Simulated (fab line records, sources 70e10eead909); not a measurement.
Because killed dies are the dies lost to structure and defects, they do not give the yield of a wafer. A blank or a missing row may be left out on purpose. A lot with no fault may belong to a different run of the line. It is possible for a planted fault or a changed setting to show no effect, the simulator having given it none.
Which tool did it?	flow nand-harc	45 wafers from 15 lots sampled at 4 of the route's 1302 steps

## WHAT THE GAUGES READ, wafer by wafer
NHARC_P_CONTACT_INSPECT_27.
lot	measured	on	raw-defect-count
L145	day 6 00:20	defect-inspect-02	423 385 472
L146	day 6 17:11	defect-inspect-01	359 563 438
L148	day 7 02:58	defect-inspect-01	421 165 252
L149	day 7 15:47	defect-inspect-02	320 279 465
L157	day 10 21:37	defect-inspect-01	489 592 595
L158	day 11 11:23	defect-inspect-01	299 164 219
L159	day 12 05:12	defect-inspect-01	426 280 251
L160	day 12 05:55	defect-inspect-02	234 246 207
L161	day 12 18:56	defect-inspect-02	298 249 250
L162	day 13 08:15	defect-inspect-02	180 284 150
L163	day 13 09:11	defect-inspect-02	220 289 394
L164	day 13 18:20	defect-inspect-01	237 176 215
L165	day 14 07:59	defect-inspect-02	269 573 439
L167	day 15 11:31	defect-inspect-02	222 227 318
L168	day 15 17:50	defect-inspect-02	424 190 566

## TOOL THAT RAN EACH LOT (tool first, then ch and the chambers of the sampled wafers, then the start)
lot	NHARC_P_GATE_STRIP_112	NHARC_P_CONTACT_ETCH_18	NHARC_P_CONTACT_STRIP_28
L145	plasma-asher-01 ch 0,1, day 5 15:14	rie-diel-11 ch 2,3, day 5 21:43	rie-diel-12 ch 0,2,3, day 5 22:13
L146	plasma-asher-01 ch 0,1, day 6 07:57	rie-diel-12 ch 0,1,3, day 6 14:35	rie-diel-07 ch 1,2, day 6 15:02
L148	plasma-asher-01 ch 0,1, day 6 18:07	rie-diel-12 ch 0,1,2, day 7 00:23	rie-diel-07 ch 0,1,2, day 7 00:51
L149	plasma-asher-01 ch 0,1, day 7 06:47	rie-diel-11 ch 1,2,3, day 7 13:11	rie-diel-07 ch 0,2,3, day 7 13:39
L157	plasma-asher-01 ch 0,1, day 10 12:35	rie-diel-11 ch 0,2, day 10 18:58	rie-diel-07 ch 0,2, day 10 19:25
L158	plasma-asher-02 ch 0,1, day 11 02:16	rie-diel-12 ch 0,2,3, day 11 08:49	rie-diel-07 ch 0,2, day 11 09:14
L159	plasma-asher-02 ch 0,1, day 11 20:19	rie-diel-07 ch 1,3, day 12 02:37	rie-diel-11 ch 0,2,3, day 12 03:06
L160	plasma-asher-01 ch 0,1, day 11 20:39	rie-diel-12 ch 0,1,2, day 12 03:19	rie-diel-07 ch 0,1,3, day 12 03:47
L161	plasma-asher-02 ch 0,1, day 12 09:38	rie-diel-07 ch 0,2,3, day 12 16:22	rie-diel-12 ch 0,1,2, day 12 16:50
L162	plasma-asher-01 ch 0,1, day 12 23:19	rie-diel-12 ch 0,1, day 13 05:38	rie-diel-07 ch 0,1, day 13 06:07
L163	plasma-asher-02 ch 0,1, day 12 23:58	rie-diel-11 ch 1,2,3, day 13 06:36	rie-diel-12 ch 0,2, day 13 07:04
L164	plasma-asher-02 ch 0,1, day 13 09:06	rie-diel-11 ch 1,2, day 13 15:43	rie-diel-07 ch 0,3, day 13 16:11
L165	plasma-asher-01 ch 0, day 13 22:16	rie-diel-11 ch 1,2,3, day 14 04:50	rie-diel-11 ch 1,3, day 14 05:17
L167	plasma-asher-01 ch 0,1, day 15 01:54	rie-diel-11 ch 0,1,2, day 15 08:19	rie-diel-12 ch 0,1,3, day 15 08:46
L168	plasma-asher-02 ch 0,1, day 15 08:29	rie-diel-12 ch 1,2,3, day 15 15:14	rie-diel-11 ch 0,2,3, day 15 15:43
- NHARC_P_GATE_STRIP_112: strips in N2/H2, time 200 s.
- NHARC_P_CONTACT_ETCH_18: etches the open film in C4F8/O2/Ar, target depth 481 nm, time 240.5 s.
- NHARC_P_CONTACT_STRIP_28: strips in O2.

## AS READ BY THE TOOLS THEMSELVES (means over the sampled wafers that have a number; for cases with no such wafer, the mark the record gives instead)
NHARC_P_GATE_STRIP_112.
lot	tool	drypump-motor-current-A (A)	heater-power-w (W)
L145	plasma-asher-01	5.4	91
L146	plasma-asher-01	5.4	90
L148	plasma-asher-01	6.0	91
L149	plasma-asher-01	5.4	90
L157	plasma-asher-01	5.4	89
L158	plasma-asher-02	6.0	85
L159	plasma-asher-02	6.0	88
L160	plasma-asher-01	6.0	93
L161	plasma-asher-02	6.0	89
L162	plasma-asher-01	5.4	87
L163	plasma-asher-02	6.1	102
L164	plasma-asher-02	6.1	100
L165	plasma-asher-01	4.9	83
L167	plasma-asher-01	5.4	87
L168	plasma-asher-02	6.1	102

NHARC_P_CONTACT_ETCH_18.
lot	tool	bias-w (W)	chamber-pressure-mTorr (mTorr)	oes-product-au (a.u.)	rf-fwd-power-W (W)	rf-vpp-V (V)
L145	rie-diel-11	1507	25.007	0.959	597.7	982
L146	rie-diel-12	-	-	-	-	-
L148	rie-diel-12	-	-	-	-	-
L149	rie-diel-11	-	-	-	-	-
L157	rie-diel-11	1496	25.005	0.927	599.6	984
L158	rie-diel-12	1498	25.004	0.926	597.1	978
L159	rie-diel-07	1502	25.013	0.938	597.8	983
L160	rie-diel-12	1499	25.000	0.975	596.4	981
L161	rie-diel-07	1504	25.002	0.947	597.1	976
L162	rie-diel-12	1499	24.996	0.970	599.1	982
L163	rie-diel-11	1499	25.010	0.966	598.2	980
L164	rie-diel-11	1499	25.017	0.952	597.4	985
L165	rie-diel-11	1502	24.995	0.947	597.5	980
L167	rie-diel-11	1504	25.016	0.969	598.7	985
L168	rie-diel-12	1498	24.999	0.925	597.8	977

NHARC_P_CONTACT_STRIP_28.
lot	tool	drypump-motor-current-A (A)	oes-product-au (a.u.)	rf-vpp-V (V)	showerhead-plenum-p-Torr (Torr)	throttle-valve-pct (%)
L145	rie-diel-12	5.8	1.003	57.1	3.51	17.029
L146	rie-diel-07	5.5	0.997	58.0	3.66	17.040
L148	rie-diel-07	5.7	0.993	58.1	3.55	17.035
L149	rie-diel-07	5.9	0.996	56.8	3.47	17.035
L157	rie-diel-07	5.4	0.997	57.8	3.49	17.036
L158	rie-diel-07	5.8	1.000	57.2	3.44	17.038
L159	rie-diel-11	6.2	1.009	58.9	3.59	17.045
L160	rie-diel-07	6.2	1.002	57.0	3.53	17.044
L161	rie-diel-12	5.8	0.996	57.3	3.57	17.035
L162	rie-diel-07	6.0	0.992	57.6	3.49	17.039
L163	rie-diel-12	5.7	0.981	57.6	3.53	17.037
L164	rie-diel-07	6.4	0.988	58.3	3.45	17.037
L165	rie-diel-11	5.8	1.004	58.2	3.60	17.041
L167	rie-diel-12	5.9	1.005	57.9	3.54	17.036
L168	rie-diel-11	6.2	1.000	57.4	3.59	17.041

## THE ANSWER, worked out from the rows above alone
Rule: usual is defined by the lots themselves. The widest of any qualifying gaps counts: lots, ordered by their means at a reading, are off when they make up no more than a third of the lots, leave a main group of 4 or more, and stand apart from it by 3 or more times the standard deviation of that group's means. A main group is skipped when, at the precision printed for the reading in the tables above, its means are all equal. A lot without any number at a reading at which 4 lots or more have one is off too. Any other lot the step has rows for is counted as sound. Order of review: gauges by route order, followed by the tools' own readings, for which a lot's mean as printed above is used. At the first step where some lot is off, the reading lying furthest off is the one used; lots without a number count as furthest.
Off: L146, L148, L149, at NHARC_P_CONTACT_ETCH_18 (bias-w). Without a number there: L146, L148, L149. Mean 1501 W and standard deviation 3.1 in the main group.
A tool fits if, at that step or a process step before it, it ran every lot that is off, and no sound lot after the first of them. None of those tried fits.

## WHAT WAS PUT IN BY THE SIMULATOR
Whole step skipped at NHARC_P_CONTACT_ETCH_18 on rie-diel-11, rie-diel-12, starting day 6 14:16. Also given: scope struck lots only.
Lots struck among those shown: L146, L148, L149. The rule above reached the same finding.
